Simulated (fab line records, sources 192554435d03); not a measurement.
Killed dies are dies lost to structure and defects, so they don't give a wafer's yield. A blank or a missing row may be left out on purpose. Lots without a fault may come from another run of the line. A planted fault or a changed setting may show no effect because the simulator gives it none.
A struck lot beside a sound one | flow n5_finfet | 16 steps out of a route of 1938
Sound: wafers L600.2, L600.4, L600.6. Struck: wafer L609.4. (L609.2 of the same lot was not struck and is left out.) The cause comes at the end.
At each step with rows: each side's tool, then ch and its chambers, then its first start. Under that, the readings that differ: sound wafers | struck wafers | difference of the means | sigmas: that difference in standard deviations of wafers without a fault.
alike: readings whose means differ by less than 2 such deviations, and words and numbers that are the same on both sides. not compared: withheld readings, readings that some wafer has no value for, bounds like >300 that may hide the same value, and numbers for which the record gives no deviation and whose values overlap.
The two part at a step that has a row with sigmas, a row that says differs or no value, or rows on one side only. Numbers that don't overlap but have no deviation are shown without sigmas and don't part them. A reading that every wafer of one side lacks parts them only if that side has two wafers or more.

first, 8 steps without rows for these wafers: N5_BEOL_M4_COAT_62 (time 60 s, resist thk 12 nm); N5_BEOL_M4_COAT_73 (time 60 s, resist thk 5 nm); N5_BEOL_M4_COAT_05 (resist thk 30 nm); N5_BEOL_M4_EBR_07; N5_BEOL_M4_SOFTBAKE_06 (time 60 s); N5_BEOL_M4_EXPOSE_08 (exposes mask M4); N5_BEOL_M4_PEB_09 (peb time 60 s); N5_BEOL_M4_DEVELOP_10 (develop time 30 s).
N5_BEOL_M4_CD_MEAS_11: target cd 16.79 nm.
  sound on cd_sem-02 ch 0, day 8 23:56; struck on cd_sem-03 ch 0, day 11 00:07
  alike: cd_nm
N5_BEOL_M4_OVL_MEAS_12:
  sound on overlay-02 ch 0, day 8 23:59; struck on overlay-01 ch 0, day 11 00:09
  reading     | sound       | struck | difference | sigmas
  M4_OVL (nm) | 2.6 2.8 2.1 | -0.5   | -3.0       | -4
N5_BEOL_M4_INSPECT_13: inspects for defects (brightfield).
  sound on defect_inspect-02, day 9 00:02; struck on defect_inspect-02, day 11 00:12
  alike: raw_defect_count
N5_BEOL_M4_DESCUM_16: chemistry O2, time 7 s.
  sound on rie_diel-05 ch 0,1,2, day 9 00:09; struck on rie_diel-05 ch 1, day 11 00:14
  alike: drypump_motor_current_A, oes_product_au, rf_vpp_V, showerhead_plenum_p_Torr, throttle_valve_pct
  not compared: rf_hours_counter_h
N5_BEOL_M4_ETCH_74: etches underlayer in N2/H2, target depth 6.5 nm, time 5.2 s.
  sound on rie_diel-05 ch 0,1,2, day 9 00:11; struck on rie_diel-05 ch 1, day 11 00:16
  reading               | sound          | struck | difference | sigmas
  etch_rf_on_time_s (s) | 4.99 5.11 5.32 | 7.30   | +2.16      | +22
  alike: drypump_motor_current_A, oes_product_au, rf_vpp_V, showerhead_plenum_p_Torr, throttle_valve_pct
  not compared: rf_hours_counter_h
N5_BEOL_M4_ETCH_63: etches SiARC in CF4, target depth 15.6 nm, time 26 s.
  sound on rie_diel-05 ch 0,1,2, day 9 00:12; struck on rie_diel-05 ch 1, day 11 00:17
  alike: drypump_motor_current_A, etch_rf_on_time_s, mfc_ar_sccm, oes_product_au, rf_vpp_V, showerhead_plenum_p_Torr, throttle_valve_pct
  not compared: rf_hours_counter_h
N5_BEOL_M4_RC_MEAS_101:
  sound on prober-02 ch 0, day 9 07:52; struck on prober-02 ch 0, day 11 14:23
  reading        | sound             | struck | difference | sigmas
  DIBL_N (mV/V)  | 32.4 37.6 34.1    | 39.2   | +4.5       | +3
  DIBL_P (mV/V)  | 30.0 35.8 31.9    | 39.5   | +6.9       | +3
  IOFF_N (nA/um) | 0.096 0.164 0.115 | 0.203  | +0.078     | +3
  IOFF_P (nA/um) | 0.14 0.21 0.17    | 0.25   | +0.08      | +2
  SS_N (mV/dec)  | 70.0 72.2 70.5    | 72.8   | +1.9       | +3
  SS_P (mV/dec)  | 71.4 72.9 72.5    | 74.5   | +2.2       | +3
  alike: ION_N, ION_P, VT_N, VT_P
-- the record jumps here: 4 days lie between the struck wafers' starts before and after (it left off in module BEOL_M4 and takes up again in module PASSIVATION, whose first step shown is number 1936 of the route) --
N5_PASSIVATION_PROBE_49:
  the record has rows for the struck wafers here (prober-01, day 15 16:14) and none for the sound ones

WHERE THEY PART
First at N5_BEOL_M4_OVL_MEAS_12; last, within this record, at N5_PASSIVATION_PROBE_49.

WHY: what the simulator had put in
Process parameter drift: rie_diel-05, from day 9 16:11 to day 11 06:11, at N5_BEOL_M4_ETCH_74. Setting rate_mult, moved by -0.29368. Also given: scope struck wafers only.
